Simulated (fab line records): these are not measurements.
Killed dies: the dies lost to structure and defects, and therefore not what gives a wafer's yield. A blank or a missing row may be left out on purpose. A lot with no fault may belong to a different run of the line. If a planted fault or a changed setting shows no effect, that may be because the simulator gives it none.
fab line records    flow n5_finfet
record: lots: 24  wafers: 72  last_day: 17
route steps=1938 shown BEOL_M1@812 BEOL_M2@842
lots untouched by any fault: they come from a run of this same line in which no faults occurred
start_h: the number of hours between the record's first day and the start of the first shown wafer of the lot    wait_h: hours since the lot's step before    " same as the row above    L1.1+2: one row covering several wafers at once    - no value present, or no start provided    * or withheld: withheld    < > ~ a bound
route shown NAME@n: names a module that has steps shown in the file, with the first one's number in the route    usual: average and standard deviation across the fault-free wafers    same: alike in all rows    chamber/n: place in a boat    sites: the reading at each site    _std_site: how widely they spread, as a standard deviation    _edge_site: outer sites' mean less inner sites'    radius_mm: for every site, how far away it sits from the centre of the wafer    mask NAME#n: copy n    behind: the tool/chamber that last shaped the wafer    hold: cause of the lot's hold/its duration in hours/its outcome    device: which transistor (n, p or np) failed to switch    end of line: the same wafers' tests at the end of the route    a step without rows: its recipe alone    killed: count of dies lost to structure and defects at first sort (not the wafer's yield)    map: a wafer's dies, x killed, . not, _ none there
set.NAME: the setting as run; set.NAME@STEP: as run at that earlier step    model.NAME: the simulator's own value behind a step, which no gauge read
a sample of lots followed through the steps of the route, with each step as a table and each wafer as a row
services: when a tool's chamber went out of use (start_h, in hours from the record's first day, below 0 if earlier), for how many hours, and the reason
== steps ==
step: N5_BEOL_M1_SURFACE_TREAT_85
recipe: gas: Ar  time_s: *  ion_energy_ev: *  ion_current_ma_cm2: 0.5  pressure_mtorr: *  ar_flow_sccm: 30
usual: throttle_valve_pct: *
lot.wafer  tool            chamber  start_h  wait_h  throttle_valve_pct
L074.2     pvd_sputter-03  -        132.10   0.2     *
L074.3     "               -        "        "       *
L074.5     "               -        "        "       *
L076.1     pvd_sputter-01  -        135.88   0.3     *
L076.3     "               -        "        "       *
L076.5     "               -        "        "       *
L075.1     pvd_sputter-02  -        138.51   0.3     *
L075.3     "               -        "        "       *
L075.5     "               -        "        "       *
L077.1     pvd_sputter-03  -        143.93   0.2     *
L077.3     "               -        "        "       *
L077.6     "               -        "        "       *
L078.1     pvd_sputter-03  -        158.20   0.1     *
L078.3     "               -        "        "       *
L078.6     "               -        "        "       *
L079.1     pvd_sputter-03  -        162.86   0.1     *
L079.3     "               -        "        "       *
L079.6     "               -        "        "       *
L080.1     pvd_sputter-03  -        166.09   0.2     *
L080.3     "               -        "        "       *
L080.5     "               -        "        "       *
L081.2     pvd_sputter-03  -        171.11   0.2     *
L081.3     "               -        "        "       *
L081.5     "               -        "        "       *
L082.1     pvd_sputter-02  -        178.77   0.4     *
L082.2     "               -        "        "       *
L082.3     "               -        "        "       *
L083.2     pvd_sputter-02  -        180.93   0.8     *
L083.4     "               -        "        "       *
L083.5     "               -        "        "       *
L084.2     pvd_sputter-03  -        184.98   0.2     *
L084.3     "               -        "        "       *
L084.5     "               -        "        "       *
L085.3     pvd_sputter-01  -        195.54   0.1     *
L085.4     "               -        "        "       *
L085.6     "               -        "        "       *
L086.1     pvd_sputter-01  -        203.42   0.2     *
L086.3     "               -        "        "       *
L086.4     "               -        "        "       *
L087.1     pvd_sputter-03  -        205.52   0.7     *
L087.3     "               -        "        "       *
L087.6     "               -        "        "       *
L088.1     pvd_sputter-03  -        218.58   0.3     *
L088.3     "               -        "        "       *
L088.5     "               -        "        "       *
L089.4     pvd_sputter-01  -        220.95   0.0     *
L089.5     "               -        "        "       *
L089.6     "               -        "        "       *
L090.1     pvd_sputter-01  -        224.22   0.1     *
L090.2     "               -        "        "       *
L090.5     "               -        "        "       *
L091.2     pvd_sputter-02  -        225.03   0.4     *
L091.3     "               -        "        "       *
L091.4     "               -        "        "       *
L093.2     pvd_sputter-03  -        253.20   0.2     *
L093.4     "               -        "        "       *
L093.5     "               -        "        "       *
L092.2     pvd_sputter-03  -        253.56   0.2     *
L092.5     "               -        "        "       *
L092.6     "               -        "        "       *
L095.1     pvd_sputter-02  -        257.26   0.4     *
L095.3     "               -        "        "       *
L095.4     "               -        "        "       *
L094.1     pvd_sputter-03  -        257.34   0.4     *
L094.4     "               -        "        "       *
L094.6     "               -        "        "       *
L096.1     pvd_sputter-03  -        267.24   0.2     *
L096.3     "               -        "        "       *
L096.4     "               -        "        "       *
L097.2     pvd_sputter-01  -        269.75   0.1     *
L097.5     "               -        "        "       *
L097.6     "               -        "        "       *
step: N5_BEOL_M1_ANNEAL_82
recipe: temp_c: 400  time_s: 240  ambient: vacuum
usual: heater_power_w: 858/140  susceptor_temp_C_max: 400.9/0.36
lot.wafer  tool            chamber  start_h  wait_h  heater_power_w  susceptor_temp_C_max
L074.2     pvd_sputter-03  -        133.15   0.0     679             401.1
L074.3     "               -        "        "       1078            401.0
L074.5     "               -        "        "       861             401.3
L076.1     pvd_sputter-01  -        136.70   0.0     944             401.5
L076.3     "               -        "        "       812             401.4
L076.5     "               -        "        "       797             401.1
L075.1     pvd_sputter-01  -        139.26   0.0     909             401.2
L075.3     "               -        "        "       817             401.2
L075.5     "               -        "        "       835             400.2
L077.1     pvd_sputter-02  -        144.76   0.0     588             401.1
L077.3     "               -        "        "       795             400.4
L077.6     "               -        "        "       791             400.7
L078.1     pvd_sputter-03  -        159.06   0.0     836             400.2
L078.3     "               -        "        "       1070            400.9
L078.6     "               -        "        "       670             400.7
L079.1     pvd_sputter-03  -        163.74   0.0     1080            400.4
L079.3     "               -        "        "       845             400.8
L079.6     "               -        "        "       883             400.8
L080.1     pvd_sputter-02  -        167.04   0.0     603             401.1
L080.3     "               -        "        "       964             400.9
L080.5     "               -        "        "       969             400.8
L081.2     pvd_sputter-03  -        171.89   0.0     690             400.3
L081.3     "               -        "        "       1100            400.9
L081.5     "               -        "        "       1066            400.8
L082.1     pvd_sputter-02  -        179.53   0.0     583             400.7
L082.2     "               -        "        "       940             400.7
L082.3     "               -        "        "       786             400.8
L083.2     pvd_sputter-03  -        182.38   0.0     880             400.9
L083.4     "               -        "        "       698             400.4
L083.5     "               -        "        "       667             400.3
L084.2     pvd_sputter-03  -        185.78   0.0     1067            400.4
L084.3     "               -        "        "       669             401.0
L084.5     "               -        "        "       849             400.4
L085.3     pvd_sputter-03  -        196.40   0.0     882             401.5
L085.4     "               -        "        "       678             400.5
L085.6     "               -        "        "       876             401.1
L086.1     pvd_sputter-01  -        204.22   0.0     799             401.2
L086.3     "               -        "        "       801             401.3
L086.4     "               -        "        "       934             401.5
L087.1     pvd_sputter-03  -        206.28   0.0     1056            400.7
L087.3     "               -        "        "       877             400.7
L087.6     "               -        "        "       1082            400.7
L088.1     pvd_sputter-03  -        219.66   0.0     853             401.2
L088.3     "               -        "        "       696             400.9
L088.5     "               -        "        "       1084            400.5
L089.4     pvd_sputter-02  -        221.71   0.0     602             401.2
L089.5     "               -        "        "       935             400.8
L089.6     "               -        "        "       603             400.3
L090.1     pvd_sputter-01  -        224.96   0.0     944             402.0
L090.2     "               -        "        "       801             401.1
L090.5     "               -        "        "       838             401.2
L091.2     pvd_sputter-02  -        226.07   0.0     1072            401.0
L091.3     "               -        "        "       589             401.1
L091.4     "               -        "        "       777             401.2
L093.2     pvd_sputter-03  -        254.20   0.0     823             400.7
L093.4     "               -        "        "       876             400.6
L093.5     "               -        "        "       678             401.1
L092.2     pvd_sputter-02  -        254.72   0.0     975             400.6
L092.5     "               -        "        "       1060            400.9
L092.6     "               -        "        "       960             401.0
L095.1     pvd_sputter-03  -        258.02   0.0     676             400.7
L095.3     "               -        "        "       1079            400.9
L095.4     "               -        "        "       869             401.1
L094.1     pvd_sputter-02  -        258.54   0.0     610             400.9
L094.4     "               -        "        "       814             401.0
L094.6     "               -        "        "       1015            401.4
L096.1     pvd_sputter-02  -        268.06   0.0     608             400.6
L096.3     "               -        "        "       1063            401.5
L096.4     "               -        "        "       980             400.9
L097.2     pvd_sputter-01  -        270.65   0.0     802             401.0
L097.5     "               -        "        "       790             401.3
L097.6     "               -        "        "       828             401.0
step: N5_BEOL_M1_SPUTTER_94
recipe: material: Cu  target_thk_a: 45  temp_c: -20  chamber_pressure_pa: 0.07  power_w: withheld  time_s: 8.29
usual: substrate_temp_c: -19.98/0.11  throttle_valve_pct: 30.6/1.3
lot.wafer  tool            chamber  start_h  wait_h  substrate_temp_c  throttle_valve_pct
L074.2     pvd_sputter-03  -        134.17   0.1     -20.00            30.9
L074.3     "               -        "        "       -20.00            30.9
L074.5     "               -        "        "       -19.89            31.2
L076.1     pvd_sputter-01  -        137.72   0.1     -19.92            30.2
L076.3     "               -        "        "       -20.00            27.8
L076.5     "               -        "        "       -19.87            30.5
L075.1     pvd_sputter-01  -        140.28   0.1     -20.16            30.5
L075.3     "               -        "        "       -20.00            28.0
L075.5     "               -        "        "       -19.99            30.7
L077.1     pvd_sputter-02  -        145.78   0.1     -19.91            31.4
L077.3     "               -        "        "       -19.90            32.8
L077.6     "               -        "        "       -19.76            32.8
L078.1     pvd_sputter-03  -        160.08   0.1     -20.03            27.9
L078.3     "               -        "        "       -20.11            31.0
L078.6     "               -        "        "       -20.02            30.6
L079.1     pvd_sputter-03  -        164.76   0.1     -19.97            31.2
L079.3     "               -        "        "       -19.79            27.9
L079.6     "               -        "        "       -19.78            31.0
L080.1     pvd_sputter-02  -        168.06   0.1     -20.06            31.6
L080.3     "               -        "        "       -20.00            31.1
L080.5     "               -        "        "       -19.97            31.2
L081.2     pvd_sputter-03  -        172.91   0.1     -19.94            30.9
L081.3     "               -        "        "       -20.09            30.8
L081.5     "               -        "        "       -20.07            30.9
L082.1     pvd_sputter-02  -        180.55   0.1     -20.07            31.9
L082.2     "               -        "        "       -19.86            31.1
L082.3     "               -        "        "       -20.04            32.9
L083.2     pvd_sputter-03  -        183.40   0.1     -20.02            31.1
L083.4     "               -        "        "       -20.05            31.1
L083.5     "               -        "        "       -19.87            30.7
L084.2     pvd_sputter-03  -        186.80   0.1     -19.70            30.7
L084.3     "               -        "        "       -19.93            30.9
L084.5     "               -        "        "       -20.01            28.3
L085.3     pvd_sputter-03  -        197.42   0.1     -20.02            31.1
L085.4     "               -        "        "       -19.88            30.9
L085.6     "               -        "        "       -19.82            31.3
L086.1     pvd_sputter-01  -        205.24   0.1     -19.91            30.5
L086.3     "               -        "        "       -20.10            28.2
L086.4     "               -        "        "       -19.95            30.1
L087.1     pvd_sputter-03  -        207.30   0.1     -19.94            31.0
L087.3     "               -        "        "       -20.07            31.0
L087.6     "               -        "        "       -20.02            30.9
L088.1     pvd_sputter-03  -        220.68   0.1     -20.05            31.0
L088.3     "               -        "        "       -20.10            30.8
L088.5     "               -        "        "       -19.76            30.9
L089.4     pvd_sputter-02  -        222.73   0.1     -19.83            31.7
L089.5     "               -        "        "       -20.11            31.1
L089.6     "               -        "        "       -19.87            31.8
L090.1     pvd_sputter-01  -        225.98   0.1     -19.81            30.5
L090.2     "               -        "        "       -19.97            30.6
L090.5     "               -        "        "       -20.11            30.8
L091.2     pvd_sputter-02  -        227.09   0.1     -19.98            31.0
L091.3     "               -        "        "       -20.09            32.0
L091.4     "               -        "        "       -19.99            32.8
L093.2     pvd_sputter-03  -        255.22   0.1     -20.08            28.0
L093.4     "               -        "        "       -20.12            30.9
L093.5     "               -        "        "       -19.91            30.8
L092.2     pvd_sputter-02  -        255.74   0.1     -20.16            30.8
L092.5     "               -        "        "       -19.78            30.9
L092.6     "               -        "        "       -20.05            31.1
L095.1     pvd_sputter-03  -        259.04   0.1     -19.90            30.9
L095.3     "               -        "        "       -20.10            30.8
L095.4     "               -        "        "       -19.74            31.0
L094.1     pvd_sputter-02  -        259.56   0.1     -19.95            31.6
L094.4     "               -        "        "       -19.86            32.6
L094.6     "               -        "        "       -19.88            31.0
L096.1     pvd_sputter-02  -        269.08   0.1     -20.10            31.8
L096.3     "               -        "        "       -19.92            30.7
L096.4     "               -        "        "       -20.07            31.1
L097.2     pvd_sputter-01  -        271.67   0.1     -20.09            30.9
L097.5     "               -        "        "       -20.01            27.8
L097.6     "               -        "        "       -20.15            30.6
step: N5_BEOL_M1_SPUTTER_96
recipe: material: Cu  target_thk_a: 45  temp_c: -20  chamber_pressure_pa: 0.07  power_w: withheld  time_s: 8.29
usual: substrate_temp_c: -20.01/0.1  throttle_valve_pct: 30.6/1.3
lot.wafer  tool            chamber  start_h  wait_h  substrate_temp_c  throttle_valve_pct
L074.2     pvd_sputter-03  -        134.39   0.1     -20.00            31.0
L074.3     "               -        "        "       -20.23            30.9
L074.5     "               -        "        "       -19.86            31.2
L076.1     pvd_sputter-01  -        137.94   0.1     -20.01            30.5
L076.3     "               -        "        "       -20.01            28.1
L076.5     "               -        "        "       -20.19            30.4
L075.1     pvd_sputter-01  -        140.50   0.1     -20.02            30.3
L075.3     "               -        "        "       -20.15            27.9
L075.5     "               -        "        "       -19.94            30.6
L077.1     pvd_sputter-02  -        146.00   0.1     -20.01            31.9
L077.3     "               -        "        "       -19.97            32.9
L077.6     "               -        "        "       -20.00            32.7
L078.1     pvd_sputter-03  -        160.30   0.1     -20.10            27.6
L078.3     "               -        "        "       -19.92            30.9
L078.6     "               -        "        "       -19.96            31.0
L079.1     pvd_sputter-03  -        164.98   0.1     -20.01            30.8
L079.3     "               -        "        "       -20.02            28.0
L079.6     "               -        "        "       -19.82            31.3
L080.1     pvd_sputter-02  -        168.28   0.1     -19.84            31.9
L080.3     "               -        "        "       -20.15            30.9
L080.5     "               -        "        "       -20.07            31.1
L081.2     pvd_sputter-03  -        173.13   0.1     -20.01            30.9
L081.3     "               -        "        "       -19.98            30.8
L081.5     "               -        "        "       -19.98            30.7
L082.1     pvd_sputter-02  -        180.77   0.1     -19.99            31.8
L082.2     "               -        "        "       -19.96            30.8
L082.3     "               -        "        "       -20.05            32.7
L083.2     pvd_sputter-03  -        183.62   0.1     -19.91            31.2
L083.4     "               -        "        "       -19.95            30.9
L083.5     "               -        "        "       -19.90            30.8
L084.2     pvd_sputter-03  -        187.02   0.1     -20.00            30.8
L084.3     "               -        "        "       -19.81            30.5
L084.5     "               -        "        "       -20.01            27.9
L085.3     pvd_sputter-03  -        197.64   0.1     -19.96            30.8
L085.4     "               -        "        "       -19.94            30.8
L085.6     "               -        "        "       -19.98            31.3
L086.1     pvd_sputter-01  -        205.46   0.1     -20.02            30.8
L086.3     "               -        "        "       -20.06            28.0
L086.4     "               -        "        "       -20.01            30.1
L087.1     pvd_sputter-03  -        207.52   0.1     -20.05            30.7
L087.3     "               -        "        "       -19.96            31.1
L087.6     "               -        "        "       -20.08            31.1
L088.1     pvd_sputter-03  -        220.90   0.1     -19.99            31.4
L088.3     "               -        "        "       -20.12            30.9
L088.5     "               -        "        "       -20.10            30.8
L089.4     pvd_sputter-02  -        222.95   0.1     -20.14            31.9
L089.5     "               -        "        "       -19.83            30.9
L089.6     "               -        "        "       -19.98            31.8
L090.1     pvd_sputter-01  -        226.20   0.1     -19.83            30.5
L090.2     "               -        "        "       -20.13            30.8
L090.5     "               -        "        "       -19.97            30.8
L091.2     pvd_sputter-02  -        227.31   0.1     -19.87            31.2
L091.3     "               -        "        "       -20.09            31.8
L091.4     "               -        "        "       -20.26            32.7
L093.2     pvd_sputter-03  -        255.44   0.1     -19.93            28.0
L093.4     "               -        "        "       -19.88            31.3
L093.5     "               -        "        "       -20.11            30.9
L092.2     pvd_sputter-02  -        255.96   0.1     -19.97            31.1
L092.5     "               -        "        "       -20.05            30.8
L092.6     "               -        "        "       -20.00            31.2
L095.1     pvd_sputter-03  -        259.26   0.1     -20.12            30.8
L095.3     "               -        "        "       -19.87            30.8
L095.4     "               -        "        "       -19.90            31.3
L094.1     pvd_sputter-02  -        259.78   0.1     -20.09            31.7
L094.4     "               -        "        "       -20.02            33.0
L094.6     "               -        "        "       -20.00            30.8
L096.1     pvd_sputter-02  -        269.30   0.1     -19.86            31.6
L096.3     "               -        "        "       -19.99            30.8
L096.4     "               -        "        "       -19.93            31.2
L097.2     pvd_sputter-01  -        271.89   0.1     -20.09            30.7
L097.5     "               -        "        "       -19.85            27.9
L097.6     "               -        "        "       -20.01            30.8
step: N5_BEOL_M1_ANNEAL_51
recipe: temp_c: 225  time_s: 90  ambient: N2
usual: wafer_temp_C_max: 226.1/0.41
lot.wafer  tool           chamber  start_h  wait_h  wafer_temp_C_max
L074.2     rtp_anneal-02  0        134.67   0.2     225.5
L074.3     "              0        "        "       225.6
L074.5     "              0        "        "       225.7
L076.1     rtp_anneal-02  0        138.14   0.1     225.7
L076.3     "              0        "        "       225.2
L076.5     "              0        "        "       226.0
L075.1     rtp_anneal-01  0        140.78   0.1     226.2
L075.3     "              0        "        "       225.8
L075.5     "              0        "        "       226.2
L077.1     rtp_anneal-01  0        146.20   0.1     226.1
L077.3     "              0        "        "       226.0
L077.6     "              0        "        "       226.4
L078.1     rtp_anneal-02  0        160.73   0.3     225.5
L078.3     "              0        "        "       225.6
L078.6     "              0        "        "       225.8
L079.1     rtp_anneal-02  0        165.17   0.1     225.9
L079.3     "              0        "        "       225.9
L079.6     "              0        "        "       225.8
L080.1     rtp_anneal-02  0        168.56   0.1     225.6
L080.3     "              0        "        "       226.0
L080.5     "              0        "        "       225.9
L081.2     rtp_anneal-02  0        173.37   0.1     226.2
L081.3     "              0        "        "       225.8
L081.5     "              0        "        "       225.9
L082.1     rtp_anneal-01  0        180.97   0.1     226.2
L082.2     "              0        "        "       226.4
L082.3     "              0        "        "       226.4
L083.2     rtp_anneal-01  0        183.86   0.1     225.9
L083.4     "              0        "        "       226.6
L083.5     "              0        "        "       226.3
L084.2     rtp_anneal-02  0        187.26   0.1     225.8
L084.3     "              0        "        "       225.7
L084.5     "              0        "        "       225.6
L085.3     rtp_anneal-01  0        197.92   0.1     226.6
L085.4     "              0        "        "       226.7
L085.6     "              0        "        "       226.3
L086.1     rtp_anneal-02  0        205.65   0.1     225.9
L086.3     "              0        "        "       225.9
L086.4     "              0        "        "       225.6
L087.1     rtp_anneal-02  0        207.71   0.1     226.0
L087.3     "              0        "        "       226.1
L087.6     "              0        "        "       225.8
L088.1     rtp_anneal-01  0        221.10   0.1     226.4
L088.3     "              0        "        "       226.5
L088.5     "              0        "        "       226.2
L089.4     rtp_anneal-02  0        223.28   0.2     225.5
L089.5     "              0        "        "       225.7
L089.6     "              0        "        "       225.6
L090.1     rtp_anneal-01  0        226.39   0.1     226.2
L090.2     "              0        "        "       226.1
L090.5     "              0        "        "       225.7
L091.2     rtp_anneal-01  0        227.55   0.1     226.3
L091.3     "              0        "        "       226.5
L091.4     "              0        "        "       226.5
L093.2     rtp_anneal-01  0        255.68   0.1     226.7
L093.4     "              0        "        "       226.3
L093.5     "              0        "        "       226.3
L092.2     rtp_anneal-01  0        256.20   0.1     225.9
L092.5     "              0        "        "       225.9
L092.6     "              0        "        "       226.0
L095.1     rtp_anneal-02  0        259.46   0.1     226.2
L095.3     "              0        "        "       226.2
L095.4     "              0        "        "       226.1
L094.1     rtp_anneal-02  0        259.98   0.1     225.5
L094.4     "              0        "        "       225.7
L094.6     "              0        "        "       225.4
L096.1     rtp_anneal-01  0        270.21   0.8     226.9
L096.3     "              0        "        "       226.9
L096.4     "              0        "        "       226.6
L097.2     rtp_anneal-01  0        272.13   0.1     227.2
L097.5     "              0        "        "       226.1
L097.6     "              0        "        "       226.9
step: N5_BEOL_M2_THK_MEAS_01
recipe: reads: SiOC_of_BEOL_M2_ILD_DEP_00
usual: M2_ILD_THK: 79.8/1.1
lot.wafer  tool           chamber  start_h  wait_h  M2_ILD_THK[nm]
L074.2     film_metro-02  -        135.61   0.1     81.5
L074.3     "              -        "        "       78.8
L074.5     "              -        "        "       80.0
L076.1     film_metro-01  -        139.35   0.0     78.2
L076.3     "              -        "        "       77.7
L076.5     "              -        "        "       79.9
L075.1     film_metro-01  -        141.77   0.0     80.1
L075.3     "              -        "        "       79.8
L075.5     "              -        "        "       79.6
L077.1     film_metro-01  -        147.18   0.0     80.1
L077.3     "              -        "        "       77.8
L077.6     "              -        "        "       79.0
L078.1     film_metro-02  -        161.72   0.0     80.7
L078.3     "              -        "        "       80.6
L078.6     "              -        "        "       80.1
L079.1     film_metro-02  -        166.16   0.0     79.5
L079.3     "              -        "        "       78.7
L079.6     "              -        "        "       79.4
L080.1     film_metro-02  -        169.54   0.0     82.0
L080.3     "              -        "        "       80.4
L080.5     "              -        "        "       80.6
L081.2     film_metro-01  -        174.31   0.1     78.8
L081.3     "              -        "        "       78.8
L081.5     "              -        "        "       80.2
L082.1     film_metro-01  -        181.95   0.0     79.4
L082.2     "              -        "        "       78.6
L082.3     "              -        "        "       77.5
L083.2     film_metro-01  -        184.85   0.1     77.6
L083.4     "              -        "        "       79.5
L083.5     "              -        "        "       80.4
L084.2     film_metro-02  -        188.23   0.1     79.3
L084.3     "              -        "        "       80.0
L084.5     "              -        "        "       80.9
L085.3     film_metro-02  -        198.86   0.1     80.5
L085.4     "              -        "        "       80.0
L085.6     "              -        "        "       80.0
L086.1     film_metro-02  -        206.68   0.1     77.7
L086.3     "              -        "        "       79.6
L086.4     "              -        "        "       79.9
L087.1     film_metro-01  -        208.74   0.0     79.2
L087.3     "              -        "        "       79.1
L087.6     "              -        "        "       80.4
L088.1     film_metro-01  -        222.12   0.0     81.5
L088.3     "              -        "        "       79.9
L088.5     "              -        "        "       81.4
L089.4     film_metro-01  -        224.16   0.0     80.1
L089.5     "              -        "        "       81.1
L089.6     "              -        "        "       81.1
L090.1     film_metro-02  -        227.38   0.0     78.0
L090.2     "              -        "        "       79.7
L090.5     "              -        "        "       80.0
L091.2     film_metro-02  -        228.51   0.1     81.2
L091.3     "              -        "        "       81.5
L091.4     "              -        "        "       81.6
L093.2     film_metro-01  -        256.62   0.1     79.7
L093.4     "              -        "        "       79.5
L093.5     "              -        "        "       79.8
L092.2     film_metro-01  -        257.14   0.1     79.2
L092.5     "              -        "        "       80.6
L092.6     "              -        "        "       80.3
L095.1     film_metro-01  -        260.44   0.0     78.8
L095.3     "              -        "        "       78.4
L095.4     "              -        "        "       80.6
L094.1     film_metro-01  -        260.97   0.1     78.0
L094.4     "              -        "        "       80.9
L094.6     "              -        "        "       80.7
L096.1     film_metro-02  -        271.21   0.0     80.5
L096.3     "              -        "        "       80.3
L096.4     "              -        "        "       82.0
L097.2     film_metro-01  -        273.34   0.1     79.5
L097.5     "              -        "        "       81.3
L097.6     "              -        "        "       79.7
== services ==
tool            chamber  start_h  hours  kind
pvd_sputter-02  -        127.15   4.5    repair
pvd_sputter-01  -        141.51   3.1    repair
pvd_sputter-01  -        151.78   1.0    repair
pvd_sputter-01  -        194.09   0.8    repair
== key ==
fault none
